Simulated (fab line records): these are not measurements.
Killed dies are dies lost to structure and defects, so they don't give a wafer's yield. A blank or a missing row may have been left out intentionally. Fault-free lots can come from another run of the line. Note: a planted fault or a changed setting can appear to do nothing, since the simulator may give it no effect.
fab line records	flow nand_harc
record lots=11	wafers=33	last_day=25
route steps=1159 shown P_M2@348 P_BONDPAD@367 END@1159
lots that met no fault: taken from a fault-free run of the same line
start_h: hours from the record's first day to the start of the lot's first wafer shown	wait_h: hours from the lot's prior step to this one	" as in the row above	L1.1+2: one row covering several wafers at once	- either no value or no given start	* or withheld: withheld	< > ~ a bound
route shown NAME@n: names a module that has steps shown in the file, with the first one's number in the route	usual: mean and standard deviation over wafers with no fault	same: alike in all rows	chamber/n: place in a boat	sites: readings site by site	_std_site: standard deviation across them	_edge_site: mean of outer sites minus mean of inner sites	radius_mm: for every site, how far away it sits from the centre of the wafer	mask NAME#n: copy n	behind: the most recent tool/chamber to have shaped the wafer	hold: the reason the lot was held/the length of the hold in hours/how it ended	device: the n, p or np transistor that did not switch	end of line: the route-end tests of the same wafers	where a step has no rows: the recipe by itself	killed: dies lost to structure and defects at the first sort, not the wafer's yield	map: dies across one wafer; x = killed, . = not, _ = none there
set.NAME: the setting that was run; set.NAME@STEP: the one run at that earlier step	model.NAME: the simulator's own value behind a step, which no gauge read
one table for each step of the route and one row for each wafer, over a sample of lots
services: the hour from which a tool's chamber was out of use, counted from the record's first day as start_h (under 0 if before that day), plus the number of hours and why
## steps
# step NHARC_P_M2_INSPECT_27
# usual raw_defect_count=378/160
lot.wafer	tool	chamber	start_h	wait_h	raw_defect_count
L991.1	defect_inspect-02	-	136.15	0.0	218
L991.2	"	-	"	"	186
L991.5	"	-	"	"	187
L993.3	defect_inspect-01	-	145.81	0.0	351
L993.4	"	-	"	"	589
L993.5	"	-	"	"	375
L995.1	defect_inspect-02	-	150.83	0.0	278
L995.3	"	-	"	"	220
L995.4	"	-	"	"	247
L998.1	defect_inspect-02	-	165.58	0.0	273
L998.3	"	-	"	"	446
L998.6	"	-	"	"	542
L100.1	defect_inspect-01	-	182.35	0.0	367
L100.2	"	-	"	"	385
L100.4	"	-	"	"	384
L101.4	defect_inspect-02	-	188.05	0.0	298
L101.5	"	-	"	"	213
L101.6	"	-	"	"	220
L103.1	defect_inspect-02	-	206.19	0.0	578
L103.3	"	-	"	"	763
L103.5	"	-	"	"	507
L109.1	defect_inspect-01	-	232.17	0.0	483
L109.2	"	-	"	"	202
L109.3	"	-	"	"	262
L110.2	defect_inspect-01	-	235.81	0.0	179
L110.3	"	-	"	"	334
L110.6	"	-	"	"	260
L111.2	defect_inspect-02	-	243.08	0.0	255
L111.4	"	-	"	"	432
L111.5	"	-	"	"	353
L114.3	defect_inspect-02	-	259.46	0.0	211
L114.4	"	-	"	"	320
L114.6	"	-	"	"	385
# step NHARC_P_BONDPAD_DESCUM_11
# recipe time_s=3	o2_flow_sccm=200	ar_flow_sccm=0	bias_power_w=0	chemistry=O2
# usual drypump_motor_current_A=5.62/0.21	oes_product_au=1.001/0.011	rf_vpp_V=57.7/0.89	run_length_s=23.9/0.31	showerhead_plenum_p_Torr=1.88/0.07	throttle_valve_pct=11.311/0.0094
# same bias_power_w=0
lot.wafer	tool	chamber	start_h	wait_h	drypump_motor_current_A	oes_product_au	rf_hours_counter_h	rf_vpp_V	run_length_s	showerhead_plenum_p_Torr	throttle_valve_pct
L991.1	rie_diel-13	2	138.02	-	5.81	1.013	2	56.7	23.8	1.79	11.309
L991.2	"	3	"	"	5.30	1.007	2	58.1	24.0	1.93	11.316
L991.5	"	1	"	"	5.62	1.002	-	57.6	23.5	1.90	11.316
L993.4	rie_diel-01	0	147.67	-	5.68	1.002	0	57.4	23.5	1.94	11.300
L993.3	"	3	"	"	5.98	0.987	0	58.2	23.7	1.82	11.301
L993.5	"	1	"	"	5.39	1.009	-	57.3	23.5	1.81	11.304
L995.3	rie_diel-13	1	153.00	-	5.66	0.979	3	57.7	23.8	1.90	11.312
L995.1	"	2	"	"	5.80	1.010	3	58.2	24.1	1.79	11.301
L995.4	"	0	"	"	5.56	0.986	3	58.9	24.3	1.98	11.313
L998.1	rie_diel-13	0	167.45	-	5.57	1.007	4	58.8	24.6	1.98	11.308
L998.3	"	1	"	"	5.63	1.002	4	58.0	23.8	1.90	11.321
L998.6	"	1	"	"	5.63	1.000	-	57.9	23.9	1.90	11.310
L100.1	rie_diel-13	1	184.91	-	5.64	0.993	6	57.5	23.6	1.90	11.309
L100.4	"	2	"	"	5.81	0.996	6	58.8	24.1	1.79	11.311
L100.2	"	3	"	"	5.30	1.004	6	58.5	24.1	1.92	11.323
L101.4	rie_diel-13	3	189.90	-	5.27	1.001	6	57.1	24.3	1.92	11.305
L101.6	"	3	"	"	5.30	0.997	-	58.6	24.0	1.92	11.322
L101.5	"	0	"	"	5.57	0.987	-	57.7	24.4	1.98	11.335
L103.1	rie_diel-13	1	208.19	-	5.63	0.997	8	58.5	23.7	1.89	11.310
L103.3	"	3	"	"	5.32	1.007	8	57.8	24.7	1.92	11.308
L103.5	"	0	"	"	5.57	0.988	-	58.3	24.1	1.98	11.306
L109.3	rie_diel-13	1	234.17	-	5.66	0.995	11	56.6	25.6	1.89	11.312
L109.2	"	2	"	"	5.80	1.009	11	55.9	25.6	1.79	11.325
L109.1	"	3	"	"	5.32	1.002	11	57.1	25.8	1.92	11.314
L110.2	rie_diel-01	3	237.72	-	5.97	0.986	29	57.0	23.7	1.81	11.304
L110.3	"	1	"	"	5.34	0.994	29	57.4	23.9	1.80	11.299
L110.6	"	2	"	"	5.74	1.000	-	57.2	24.2	1.77	11.304
L111.2	rie_diel-13	2	245.08	-	5.83	1.015	12	56.4	25.7	1.79	11.321
L111.4	"	3	"	"	5.31	1.004	12	57.8	26.2	1.92	11.314
L111.5	"	2	"	"	5.82	1.022	-	57.2	25.4	1.79	11.300
L114.4	rie_diel-01	0	261.59	-	5.66	1.037	44	57.4	23.4	1.93	11.310
L114.3	"	2	"	"	5.73	1.004	44	55.9	23.6	1.77	11.297
L114.6	"	3	"	"	5.94	0.986	-	58.7	23.8	1.81	11.316
# step NHARC_P_BONDPAD_ETCH_12
# recipe target_depth_a=2000	time_s=100	chf3_flow_sccm=50	o2_flow_sccm=10	ar_flow_sccm=200	rf_w=500	bias_w=200	chemistry=CHF3/O2
# usual drypump_motor_current_A=5.62/0.22	oes_product_au=0.942/0.022	rf_vpp_V=369.7/2	showerhead_plenum_p_Torr=2.36/0.086	throttle_valve_pct=20.573/0.0087
lot.wafer	tool	chamber	start_h	wait_h	drypump_motor_current_A	oes_product_au	rf_hours_counter_h	rf_vpp_V	showerhead_plenum_p_Torr	throttle_valve_pct
L991.1	rie_diel-13	1	-	-	5.66	0.913	2	369.4	2.38	20.578
L991.2	"	2	"	"	5.82	0.930	2	366.8	2.26	20.574
L991.5	"	2	"	"	5.82	0.941	-	366.4	2.26	20.577
L993.3	rie_diel-01	1	-	-	5.37	0.971	0	368.4	2.28	20.572
L993.4	"	2	"	"	5.72	0.985	0	366.9	2.24	20.564
L993.5	"	1	"	"	5.39	0.967	-	367.3	2.28	20.582
L995.4	rie_diel-13	0	-	-	5.55	0.921	3	371.7	2.48	20.573
L995.3	"	1	"	"	5.63	0.921	3	370.0	2.38	20.562
L995.1	"	3	"	"	5.29	0.921	3	368.9	2.42	20.570
L998.1	rie_diel-13	3	-	-	5.32	0.925	4	371.3	2.42	20.574
L998.3	"	2	"	"	5.82	0.946	5	367.3	2.26	20.575
L998.6	"	3	"	"	5.33	0.929	-	370.1	2.42	20.564
L100.1	rie_diel-13	0	-	-	5.56	0.918	6	371.8	2.48	20.570
L100.4	"	1	"	"	5.63	0.913	6	369.8	2.38	20.571
L100.2	"	2	"	"	5.82	0.934	6	366.6	2.26	20.585
L101.4	rie_diel-13	3	-	-	5.28	0.927	6	370.0	2.42	20.577
L101.5	"	2	"	"	5.80	0.940	-	367.0	2.26	20.564
L101.6	"	3	"	"	5.30	0.936	-	371.6	2.42	20.572
L103.1	rie_diel-13	2	-	-	5.79	0.940	8	368.8	2.26	20.582
L103.3	"	3	"	"	5.28	0.935	8	371.1	2.41	20.579
L103.5	"	3	"	"	5.33	0.932	-	370.7	2.42	20.567
L109.2	rie_diel-13	1	-	-	5.65	0.960	11	369.6	2.38	20.570
L109.1	"	2	"	"	5.81	0.974	11	367.2	2.25	20.572
L109.3	"	3	"	"	5.30	0.971	11	370.5	2.41	20.576
L110.2	rie_diel-01	2	-	-	5.70	0.975	36	367.5	2.23	20.585
L110.3	"	0	"	"	5.66	0.985	33	371.6	2.42	20.581
L110.6	"	2	"	"	5.73	0.966	-	367.8	2.23	20.571
L111.2	rie_diel-13	2	-	-	5.81	0.944	12	367.6	2.25	20.581
L111.4	"	0	"	"	5.61	0.922	12	371.8	2.47	20.574
L111.5	"	2	"	"	5.83	0.925	-	367.4	2.25	20.569
L114.3	rie_diel-01	2	-	-	5.76	0.983	44	367.3	2.23	20.565
L114.4	"	3	"	"	5.97	0.950	40	368.2	2.28	20.575
L114.6	"	2	"	"	5.76	0.985	-	365.3	2.23	20.573
# step NHARC_P_BONDPAD_STRIP_15
# recipe o2_flow_sccm=500	ar_flow_sccm=0	bias_w=0	chemistry=O2
# usual drypump_motor_current_A=5.59/0.21	oes_product_au=1.002/0.0096	rf_vpp_V=57.7/0.83	showerhead_plenum_p_Torr=3.50/0.11	throttle_valve_pct=17.036/0.0096
lot.wafer	tool	chamber	start_h	wait_h	drypump_motor_current_A	oes_product_au	rf_hours_counter_h	rf_vpp_V	showerhead_plenum_p_Torr	throttle_valve_pct
L991.1	rie_diel-13	0	138.45	0.1	5.57	1.007	2	57.9	3.64	17.032
L991.2	"	2	"	"	5.80	1.006	2	56.6	3.32	17.031
L991.5	"	3	"	"	5.30	1.007	-	58.1	3.55	17.041
L993.4	rie_diel-13	3	148.06	0.1	5.29	1.002	3	58.0	3.55	17.034
L993.3	"	2	"	"	5.81	1.001	3	58.5	3.32	17.048
L993.5	"	3	"	"	5.31	0.999	-	56.4	3.55	17.038
L995.3	rie_diel-13	3	153.39	0.1	5.29	1.005	3	56.5	3.55	17.042
L995.1	"	0	"	"	5.53	0.996	3	56.5	3.64	17.049
L995.4	"	1	"	"	5.64	0.988	3	58.4	3.50	17.036
L998.3	rie_diel-13	0	167.84	0.1	5.56	0.995	4	57.7	3.64	17.049
L998.1	"	2	"	"	5.84	1.013	5	57.5	3.32	17.025
L998.6	"	0	"	"	5.57	1.002	-	58.0	3.64	17.032
L100.1	rie_diel-13	2	185.29	0.1	5.81	1.010	6	56.9	3.32	17.033
L100.2	"	3	"	"	5.31	0.990	6	57.8	3.55	17.023
L100.4	"	1	"	"	5.64	0.995	6	57.1	3.50	17.047
L101.4	rie_diel-13	1	190.39	0.1	5.64	0.982	7	56.8	3.50	17.027
L101.6	"	3	"	"	5.33	1.002	-	58.4	3.55	17.040
L101.5	"	0	"	"	5.56	0.992	-	57.0	3.64	17.039
L103.1	rie_diel-13	3	208.58	0.1	5.32	1.000	8	57.8	3.55	17.036
L103.3	"	0	"	"	5.60	0.995	8	59.5	3.64	17.047
L103.5	"	3	"	"	5.34	1.009	-	59.3	3.55	17.031
L109.2	rie_diel-13	0	234.57	0.1	5.58	1.002	11	57.6	3.63	17.045
L109.1	"	1	"	"	5.63	0.997	11	58.6	3.49	17.039
L109.3	"	3	"	"	5.28	1.012	11	59.5	3.54	17.027
L110.3	rie_diel-13	2	238.15	0.1	5.81	1.004	11	57.3	3.32	17.046
L110.2	"	3	"	"	5.32	0.993	11	58.8	3.55	17.049
L110.6	"	0	"	"	5.56	1.003	-	57.3	3.63	17.027
L111.2	rie_diel-13	3	245.47	0.1	5.30	1.007	12	58.2	3.54	17.034
L111.4	"	0	"	"	5.56	1.005	13	57.4	3.63	17.044
L111.5	"	3	"	"	5.32	1.003	-	56.9	3.54	17.033
L114.3	rie_diel-01	3	261.98	0.1	5.96	0.992	40	57.4	3.35	17.034
L114.4	"	1	"	"	5.40	1.007	38	58.1	3.34	17.026
L114.6	"	3	"	"	5.98	1.003	-	56.1	3.35	17.050
# step NHARC_END_SORT_01
# recipe temp_c=25
# usual defect_limited_yield=95.3/1.7	killed_at_array=28/11	killed_at_other=0.8/1.1	killed_at_periphery=3.3/2.8	killed_dies=32/11	killed_open=3.3/1.9	killed_short=1.9/1.4	sort_bin_2_pct=1.4/0.68	sort_bin_3_pct=0.25/0.24	sort_bin_4_pct=3.0/1.1	sort_n_pass=645/11	sort_rim_yield_pct=95.3/2.5	sort_yield_pct=95.3/1.7
# same gross_dies=677	sort_bin_5_pct[%]=0	sort_bin_6_pct[%]=0	sort_bin_7_pct[%]=0	sort_bin_8_pct[%]=0	sort_rim_n_gross=106.00
lot.wafer	tool	chamber	start_h	wait_h	defect_limited_yield[%]	killed_at_array	killed_at_other	killed_at_periphery	killed_dies	killed_open	killed_short	sort_bin_2_pct[%]	sort_bin_3_pct[%]	sort_bin_4_pct[%]	sort_n_pass	sort_rim_yield_pct[%]	sort_yield_pct[%]
L101.4	prober-02	0	497.07	3.4	95.4	31	0	0	31	2	2	1.8	1.03	1.8	646	98.1	95.4
L101.5	prober-02	0	497.87	3.7	96.8	21	1	0	22	1	1	1.0	0.44	1.8	655	99.1	96.8
L101.6	prober-02	0	498.67	4.0	95.6	29	1	0	30	7	1	1.6	0	2.8	647	95.3	95.6
L100.1	prober-01	0	502.46	2.5	94.8	29	0	6	35	8	0	1.5	0.30	3.4	642	97.2	94.8
L100.2	prober-01	0	503.26	2.8	93.9	41	0	0	41	4	0	2.2	0.44	3.4	636	93.4	93.9
L100.4	prober-01	0	504.86	3.4	94.1	38	1	1	40	3	0	2.1	0.15	3.7	637	95.3	94.1
L103.1	prober-02	0	513.88	2.5	93.8	35	1	6	42	8	3	1.3	0	4.9	635	91.5	93.8
L103.3	prober-02	0	515.46	3.1	93.9	31	3	7	41	6	2	2.2	0.30	3.5	636	98.1	93.9
L103.5	prober-02	0	517.04	3.7	95.7	24	0	5	29	3	1	0.9	0	3.4	648	96.2	95.7
L111.2	prober-02	0	577.23	2.7	95.9	27	0	1	28	2	4	1.0	0.15	3.0	649	94.3	95.9
L111.4	prober-02	0	578.83	3.4	94.8	32	1	2	35	6	2	1.3	0.30	3.5	642	94.3	94.8
L111.5	prober-02	0	579.63	3.7	94.5	35	0	2	37	5	1	0.9	0.15	4.4	640	93.4	94.5
# killed by level:class
L101.4 A_CHANNEL_HOLE_D1:chamber_film_flake=20 A_ZERO_WELL:chamber_film_flake=3 A_CONTACT:chamber_film_flake=3 A_ONON_D1:geometric_particle:short=1 A_SGD_CUT:geometric_particle:open=1 A_WL_FILL:geometric_particle:open=1 A_CONTACT:geometric_particle:short=1 A_STAIRCASE:chamber_film_flake=1
L101.5 A_CHANNEL_HOLE_D1:chamber_film_flake=14 A_STAIRCASE:chamber_film_flake=2 A_ONON_D1:geometric_particle:short=1 A_CHANNEL_HOLE_D1:geometric_particle:open=1 A_ZERO_WELL:chamber_film_flake=1 A_CHANNEL_FILL_D1:chamber_film_flake=1 A_CONTACT:chamber_film_flake=1 HYBRID_BOND:chamber_film_flake=1
L101.6 A_CHANNEL_HOLE_D1:chamber_film_flake=12 A_STAIRCASE:chamber_film_flake=5 A_M0:geometric_particle:open=3 A_CONTACT:chamber_film_flake=2 A_ONON_D1:geometric_particle:open=1 A_SGD_CUT:geometric_particle:open=1 A_WL_FILL:geometric_particle:open=1 A_CONTACT:geometric_particle:short=1
L100.1 A_CHANNEL_HOLE_D1:chamber_film_flake=13 A_SLIT:chamber_film_flake=8 A_ZERO_WELL:chamber_film_flake=3 P_M0:geometric_particle:open=2 A_STAIRCASE:chamber_film_flake=2 P_GATE:geometric_particle:open=1 P_CONTACT:geometric_particle:open=1 P_M1:geometric_particle:open=1
L100.2 A_CHANNEL_HOLE_D1:chamber_film_flake=16 A_SLIT:chamber_film_flake=9 A_STAIRCASE:chamber_film_flake=6 A_ZERO_WELL:chamber_film_flake=3 A_CONTACT:chamber_film_flake=3 A_SGD_CUT:geometric_particle:open=1 A_WL_FILL:geometric_particle:open=1 A_CONTACT:geometric_particle:open=1
L100.4 A_CHANNEL_HOLE_D1:chamber_film_flake=17 A_STAIRCASE:chamber_film_flake=8 A_SLIT:chamber_film_flake=7 A_CONTACT:chamber_film_flake=2 A_CONTACT:geometric_particle:open=1 A_BLC:geometric_particle:open=1 A_M1:geometric_particle:open=1 P_STI:chamber_film_flake=1
L103.1 A_SLIT:chamber_film_flake=11 A_CHANNEL_HOLE_D1:chamber_film_flake=5 A_STAIRCASE:chamber_film_flake=4 A_BLC:chamber_film_flake=4 A_CONTACT:chamber_film_flake=3 A_SOURCE_PLATE:geometric_particle:open=2 A_BLC:geometric_particle:open=2 P_STI:chamber_film_flake=2
L103.3 A_SLIT:chamber_film_flake=17 A_STAIRCASE:chamber_film_flake=4 A_BLC:chamber_film_flake=3 P_CONTACT:geometric_particle:open=2 P_STI:chamber_film_flake=2 THIN_TSV:chamber_film_flake=2 P_M0:geometric_particle:open=1 A_SOURCE_PLATE:geometric_particle:short=1
L103.5 A_SLIT:chamber_film_flake=10 A_CHANNEL_HOLE_D1:chamber_film_flake=5 A_STAIRCASE:chamber_film_flake=5 P_STI:chamber_film_flake=3 P_CONTACT:geometric_particle:short=1 P_CONTACT:geometric_particle:open=1 A_CHANNEL_FILL_D1:geometric_particle:open=1 A_SGD_CUT:geometric_particle:open=1
L111.2 A_SLIT:chamber_film_flake=15 A_CHANNEL_HOLE_D1:chamber_film_flake=5 A_CONTACT:geometric_particle:short=2 P_CONTACT:geometric_particle:short=1 A_ONON_D1:geometric_particle:open=1 A_CHANNEL_FILL_D1:geometric_particle:open=1 A_SGD_CUT:geometric_particle:short=1 A_WL_FILL:chamber_film_flake=1
L111.4 A_SLIT:chamber_film_flake=15 A_CHANNEL_HOLE_D1:chamber_film_flake=5 A_WL_FILL:chamber_film_flake=3 A_M0:geometric_particle:open=2 A_CONTACT:chamber_film_flake=2 P_STI:geometric_particle:open=1 P_M2:geometric_particle:open=1 A_SOURCE_PLATE:geometric_particle:open=1
L111.5 A_SLIT:chamber_film_flake=19 A_CHANNEL_HOLE_D1:chamber_film_flake=7 A_CONTACT:chamber_film_flake=4 P_CONTACT:geometric_particle:short=1 P_CONTACT:geometric_particle:open=1 A_SOURCE_PLATE:geometric_particle:open=1 A_SGD_CUT:geometric_particle:open=1 A_CONTACT:geometric_particle:open=1
## services
tool	chamber	start_h	hours	kind
rie_diel-13	0	132.51	-	clean
rie_diel-13	1	132.51	-	clean
rie_diel-13	2	132.51	-	clean
rie_diel-13	3	132.51	-	clean
rie_diel-01	-	137.85	9.0	pm
rie_diel-01	-	152.35	4.5	repair
rie_diel-13	0	157.01	-	clean
rie_diel-13	1	157.01	-	clean
rie_diel-13	2	157.01	-	clean
rie_diel-13	3	157.01	-	clean
rie_diel-01	0	159.23	6.3	repair
rie_diel-01	1	179.86	7.3	repair
rie_diel-13	0	181.51	-	clean
rie_diel-13	1	181.51	-	clean
rie_diel-13	2	181.51	-	clean
rie_diel-13	3	181.51	-	clean
rie_diel-13	0	206.01	-	clean
rie_diel-13	1	206.01	-	clean
rie_diel-13	2	206.01	-	clean
rie_diel-13	3	206.01	-	clean
rie_diel-01	1	215.95	7.9	repair
rie_diel-01	3	219.31	15.7	repair
rie_diel-13	-	237.10	0.2	repair
rie_diel-13	1	251.98	7.7	repair
## key
first_sign step=NHARC_P_BONDPAD_DESCUM_11	reading=run_length_s	direction=up	sigmas=5.9	usual=*	struck=*
effect none on later readings
met_at NHARC_P_BONDPAD_DESCUM_11
struck_lots L109,L111
not_acting_at NHARC_P_M2_INSPECT_27,NHARC_P_BONDPAD_ETCH_12,NHARC_P_BONDPAD_STRIP_15
onset_between 208.19 234.17
fault kind=process_parameter_drift	tool=rie_diel-13	chamber=-	onset_h=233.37	steps=NHARC_P_BONDPAD_DESCUM_11	channel=time_s	offset=*	shape=step	end_h=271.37	acts_in=*	stated=*
